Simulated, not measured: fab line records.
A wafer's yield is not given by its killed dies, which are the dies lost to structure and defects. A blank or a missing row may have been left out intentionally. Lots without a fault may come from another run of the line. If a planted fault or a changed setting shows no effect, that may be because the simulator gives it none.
Split-lot experiment || flow n5Finfet || 39 wafers read across 7 lots, on a route 1938 steps long

ABOUT THE SPLIT
At N5_FIN_CUT_CUT_ETCH_26 (etches SiNx in CH3F/O2, target depth 39 nm, time 55.7 s), the setting timeS was moved away from the recipe's 55.7 s on 15 of the 39 wafers read, by -21.3% to +11.0%. For the rest of the wafers, this setting stayed at what the recipe calls for.

The reading comes from the split's own step.

THE READING
SOC_of_FIN_CUT_COAT_18.thkNm (the simulator's own value, which no gauge read), in nm, at N5_FIN_CUT_CUT_ETCH_26 (etches SiNx in CH3F/O2, target depth 39 nm, time 55.7 s). There is no usual value for it anywhere in the file. Here, 24 wafers ran the recipe; their average is 211.8 nm with a standard deviation of 0.67 nm.

{"wafer": "L074.2", "tool, chamber at the split": "rieDiel-06, 0", "timeS as run, s": 55.7, "against the recipe": "recipe", "SOC_of_FIN_CUT_COAT_18.thkNm, nm": 212.2, "against lot-mates on the recipe": "-"}
{"wafer": "L074.4", "tool, chamber at the split": "rieDiel-06, 2", "timeS as run, s": 55.7, "against the recipe": "recipe", "SOC_of_FIN_CUT_COAT_18.thkNm, nm": 213.4, "against lot-mates on the recipe": "-"}
{"wafer": "L074.6", "tool, chamber at the split": "rieDiel-06, 1", "timeS as run, s": 55.7, "against the recipe": "recipe", "SOC_of_FIN_CUT_COAT_18.thkNm, nm": 212.6, "against lot-mates on the recipe": "-"}
{"wafer": "L075.1", "tool, chamber at the split": "rieDiel-04, 0", "timeS as run, s": 55.7, "against the recipe": "recipe", "SOC_of_FIN_CUT_COAT_18.thkNm, nm": 212.8, "against lot-mates on the recipe": "-"}
{"wafer": "L075.2", "tool, chamber at the split": "rieDiel-04, 1", "timeS as run, s": 43.86, "against the recipe": "-21.3%", "SOC_of_FIN_CUT_COAT_18.thkNm, nm": 215.8, "against lot-mates on the recipe": "+3.7"}
{"wafer": "L075.3", "tool, chamber at the split": "rieDiel-04, 3", "timeS as run, s": 43.86, "against the recipe": "-21.3%", "SOC_of_FIN_CUT_COAT_18.thkNm, nm": 215.6, "against lot-mates on the recipe": "+3.5"}
{"wafer": "L075.4", "tool, chamber at the split": "rieDiel-04, 2", "timeS as run, s": 55.7, "against the recipe": "recipe", "SOC_of_FIN_CUT_COAT_18.thkNm, nm": 211.8, "against lot-mates on the recipe": "-"}
{"wafer": "L075.5", "tool, chamber at the split": "rieDiel-04, 2", "timeS as run, s": 43.86, "against the recipe": "-21.3%", "SOC_of_FIN_CUT_COAT_18.thkNm, nm": 215.8, "against lot-mates on the recipe": "+3.7"}
{"wafer": "L075.6", "tool, chamber at the split": "rieDiel-04, 3", "timeS as run, s": 55.7, "against the recipe": "recipe", "SOC_of_FIN_CUT_COAT_18.thkNm, nm": 211.6, "against lot-mates on the recipe": "-"}
{"wafer": "L080.1", "tool, chamber at the split": "rieDiel-02, 1", "timeS as run, s": 55.7, "against the recipe": "recipe", "SOC_of_FIN_CUT_COAT_18.thkNm, nm": 212.2, "against lot-mates on the recipe": "-"}
{"wafer": "L080.2", "tool, chamber at the split": "rieDiel-02, 0", "timeS as run, s": 55.7, "against the recipe": "recipe", "SOC_of_FIN_CUT_COAT_18.thkNm, nm": 211.8, "against lot-mates on the recipe": "-"}
{"wafer": "L080.3", "tool, chamber at the split": "rieDiel-02, 2", "timeS as run, s": 55.7, "against the recipe": "recipe", "SOC_of_FIN_CUT_COAT_18.thkNm, nm": 212.8, "against lot-mates on the recipe": "-"}
{"wafer": "L080.4", "tool, chamber at the split": "rieDiel-02, 3", "timeS as run, s": 55.7, "against the recipe": "recipe", "SOC_of_FIN_CUT_COAT_18.thkNm, nm": 211.6, "against lot-mates on the recipe": "-"}
{"wafer": "L080.5", "tool, chamber at the split": "rieDiel-02, 3", "timeS as run, s": 55.7, "against the recipe": "recipe", "SOC_of_FIN_CUT_COAT_18.thkNm, nm": 211.6, "against lot-mates on the recipe": "-"}
{"wafer": "L080.6", "tool, chamber at the split": "rieDiel-02, 2", "timeS as run, s": 55.7, "against the recipe": "recipe", "SOC_of_FIN_CUT_COAT_18.thkNm, nm": 212.2, "against lot-mates on the recipe": "-"}
{"wafer": "L086.1", "tool, chamber at the split": "rieDiel-04, 2", "timeS as run, s": 55.7, "against the recipe": "recipe", "SOC_of_FIN_CUT_COAT_18.thkNm, nm": 211.2, "against lot-mates on the recipe": "-"}
{"wafer": "L086.2", "tool, chamber at the split": "rieDiel-04, 3", "timeS as run, s": 61.82, "against the recipe": "+11.0%", "SOC_of_FIN_CUT_COAT_18.thkNm, nm": 209.2, "against lot-mates on the recipe": -2.1}
{"wafer": "L086.3", "tool, chamber at the split": "rieDiel-04, 0", "timeS as run, s": 61.82, "against the recipe": "+11.0%", "SOC_of_FIN_CUT_COAT_18.thkNm, nm": 209.6, "against lot-mates on the recipe": -1.7}
{"wafer": "L086.4", "tool, chamber at the split": "rieDiel-04, 1", "timeS as run, s": 55.7, "against the recipe": "recipe", "SOC_of_FIN_CUT_COAT_18.thkNm, nm": 211, "against lot-mates on the recipe": "-"}
{"wafer": "L086.5", "tool, chamber at the split": "rieDiel-04, 2", "timeS as run, s": 55.7, "against the recipe": "recipe", "SOC_of_FIN_CUT_COAT_18.thkNm, nm": 211.8, "against lot-mates on the recipe": "-"}
{"wafer": "L086.6", "tool, chamber at the split": "rieDiel-04, 3", "timeS as run, s": 61.82, "against the recipe": "+11.0%", "SOC_of_FIN_CUT_COAT_18.thkNm, nm": 209, "against lot-mates on the recipe": -2.3}
{"wafer": "L089.1", "tool, chamber at the split": "rieDiel-04, 1", "timeS as run, s": 55.7, "against the recipe": "recipe", "SOC_of_FIN_CUT_COAT_18.thkNm, nm": 211.4, "against lot-mates on the recipe": "-"}
{"wafer": "L089.2", "tool, chamber at the split": "rieDiel-04, 3", "timeS as run, s": 55.7, "against the recipe": "recipe", "SOC_of_FIN_CUT_COAT_18.thkNm, nm": 212, "against lot-mates on the recipe": "-"}
{"wafer": "L089.3", "tool, chamber at the split": "rieDiel-04, 0", "timeS as run, s": 44.16, "against the recipe": "-20.7%", "SOC_of_FIN_CUT_COAT_18.thkNm, nm": 215.8, "against lot-mates on the recipe": "+4.2"}
{"wafer": "L089.4", "tool, chamber at the split": "rieDiel-04, 2", "timeS as run, s": 44.16, "against the recipe": "-20.7%", "SOC_of_FIN_CUT_COAT_18.thkNm, nm": 215.6, "against lot-mates on the recipe": "+4.0"}
{"wafer": "L089.5", "tool, chamber at the split": "rieDiel-04, 2", "timeS as run, s": 44.16, "against the recipe": "-20.7%", "SOC_of_FIN_CUT_COAT_18.thkNm, nm": 215.2, "against lot-mates on the recipe": "+3.6"}
{"wafer": "L089.6", "tool, chamber at the split": "rieDiel-04, 3", "timeS as run, s": 55.7, "against the recipe": "recipe", "SOC_of_FIN_CUT_COAT_18.thkNm, nm": 211.4, "against lot-mates on the recipe": "-"}
{"wafer": "L091.1", "tool, chamber at the split": "rieDiel-02, 2", "timeS as run, s": 52.21, "against the recipe": "-6.3%", "SOC_of_FIN_CUT_COAT_18.thkNm, nm": 212.8, "against lot-mates on the recipe": "+1.8"}
{"wafer": "L091.2", "tool, chamber at the split": "rieDiel-02, 3", "timeS as run, s": 55.7, "against the recipe": "recipe", "SOC_of_FIN_CUT_COAT_18.thkNm, nm": 211, "against lot-mates on the recipe": "-"}
{"wafer": "L091.3", "tool, chamber at the split": "rieDiel-02, 1", "timeS as run, s": 55.7, "against the recipe": "recipe", "SOC_of_FIN_CUT_COAT_18.thkNm, nm": 210.6, "against lot-mates on the recipe": "-"}
{"wafer": "L091.4", "tool, chamber at the split": "rieDiel-02, 0", "timeS as run, s": 52.21, "against the recipe": "-6.3%", "SOC_of_FIN_CUT_COAT_18.thkNm, nm": 212.6, "against lot-mates on the recipe": "+1.6"}
{"wafer": "L091.5", "tool, chamber at the split": "rieDiel-02, 3", "timeS as run, s": 52.21, "against the recipe": "-6.3%", "SOC_of_FIN_CUT_COAT_18.thkNm, nm": 211.6, "against lot-mates on the recipe": "+0.6"}
{"wafer": "L091.6", "tool, chamber at the split": "rieDiel-02, 2", "timeS as run, s": 55.7, "against the recipe": "recipe", "SOC_of_FIN_CUT_COAT_18.thkNm, nm": 211.4, "against lot-mates on the recipe": "-"}
{"wafer": "L092.1", "tool, chamber at the split": "rieDiel-04, 0", "timeS as run, s": 55.7, "against the recipe": "recipe", "SOC_of_FIN_CUT_COAT_18.thkNm, nm": 212.6, "against lot-mates on the recipe": "-"}
{"wafer": "L092.2", "tool, chamber at the split": "rieDiel-04, 2", "timeS as run, s": 61.74, "against the recipe": "+10.8%", "SOC_of_FIN_CUT_COAT_18.thkNm, nm": 210, "against lot-mates on the recipe": -1.8}
{"wafer": "L092.3", "tool, chamber at the split": "rieDiel-04, 1", "timeS as run, s": 55.7, "against the recipe": "recipe", "SOC_of_FIN_CUT_COAT_18.thkNm, nm": 211, "against lot-mates on the recipe": "-"}
{"wafer": "L092.4", "tool, chamber at the split": "rieDiel-04, 3", "timeS as run, s": 61.74, "against the recipe": "+10.8%", "SOC_of_FIN_CUT_COAT_18.thkNm, nm": 210.2, "against lot-mates on the recipe": -1.6}
{"wafer": "L092.5", "tool, chamber at the split": "rieDiel-04, 0", "timeS as run, s": 55.7, "against the recipe": "recipe", "SOC_of_FIN_CUT_COAT_18.thkNm, nm": 211.8, "against lot-mates on the recipe": "-"}
{"wafer": "L092.6", "tool, chamber at the split": "rieDiel-04, 3", "timeS as run, s": 61.74, "against the recipe": "+10.8%", "SOC_of_FIN_CUT_COAT_18.thkNm, nm": 209.4, "against lot-mates on the recipe": -2.4}

THE FIT
A straight line over all 39 wafers: SOC_of_FIN_CUT_COAT_18.thkNm changes by -0.186 nm for each +1% of timeS; r = -0.94; the points scatter about the line by 0.62 nm.
The same after taking each lot's own level away (the mean of its wafers on the recipe; 39 wafers): -0.182 nm for each +1%; r = -0.97; scatter 0.43 nm.
On that fit, the largest move of timeS shifts the reading by 3.9 nm.
From 211.00 to 212.73 nm: that is the span of the lots' own levels, equal to 2.6 times the standard deviation above.
The two slopes agree, so the slope changes little with the lot-to-lot level.
Check: +3.91 nm against its lot-mates is what the line predicts for one of the wafers moved furthest among these (-21.3%) when that wafer is left out of the fit. Against them it came out at +3.73 nm.

OTHER SPLITS APPLIED TO THESE WAFERS
These wafers also went through other splits before the reading. Each is held against what the fit with the lots' levels taken away leaves over:
{"other split on the same wafers": "N5_FIN_CUT_ETCH_21 biasW", "wafers away from the commonest value": 18, "r with SOC_of_FIN_CUT_COAT_18.thkNm (lot level and that fit taken away)": "+0.19"}

THE WHOLE CHAIN: every reading that the file lists as answering this split, in the file's order
{"step": "N5_FIN_CUT_CUT_ETCH_26", "what it does": "etches SiNx in CH3F/O2, target depth 39 nm, time 55.7 s", "reading": "etch.depthNm (the simulator's own value, which no gauge read)", "change (the file's fit)": "+0.386 nm for each +1% of the setting", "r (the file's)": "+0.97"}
{"step": "N5_FIN_CUT_CUT_ETCH_26", "what it does": "etches SiNx in CH3F/O2, target depth 39 nm, time 55.7 s", "reading": "SOC_of_FIN_CUT_COAT_18.thkNm (the simulator's own value, which no gauge read)", "change (the file's fit)": "-0.183 nm for each +1% of the setting", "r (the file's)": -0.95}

THE FILE'S OWN FIT
SOC_of_FIN_CUT_COAT_18.thkNm changes by -0.183 nm for each +1% of timeS, r = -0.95.
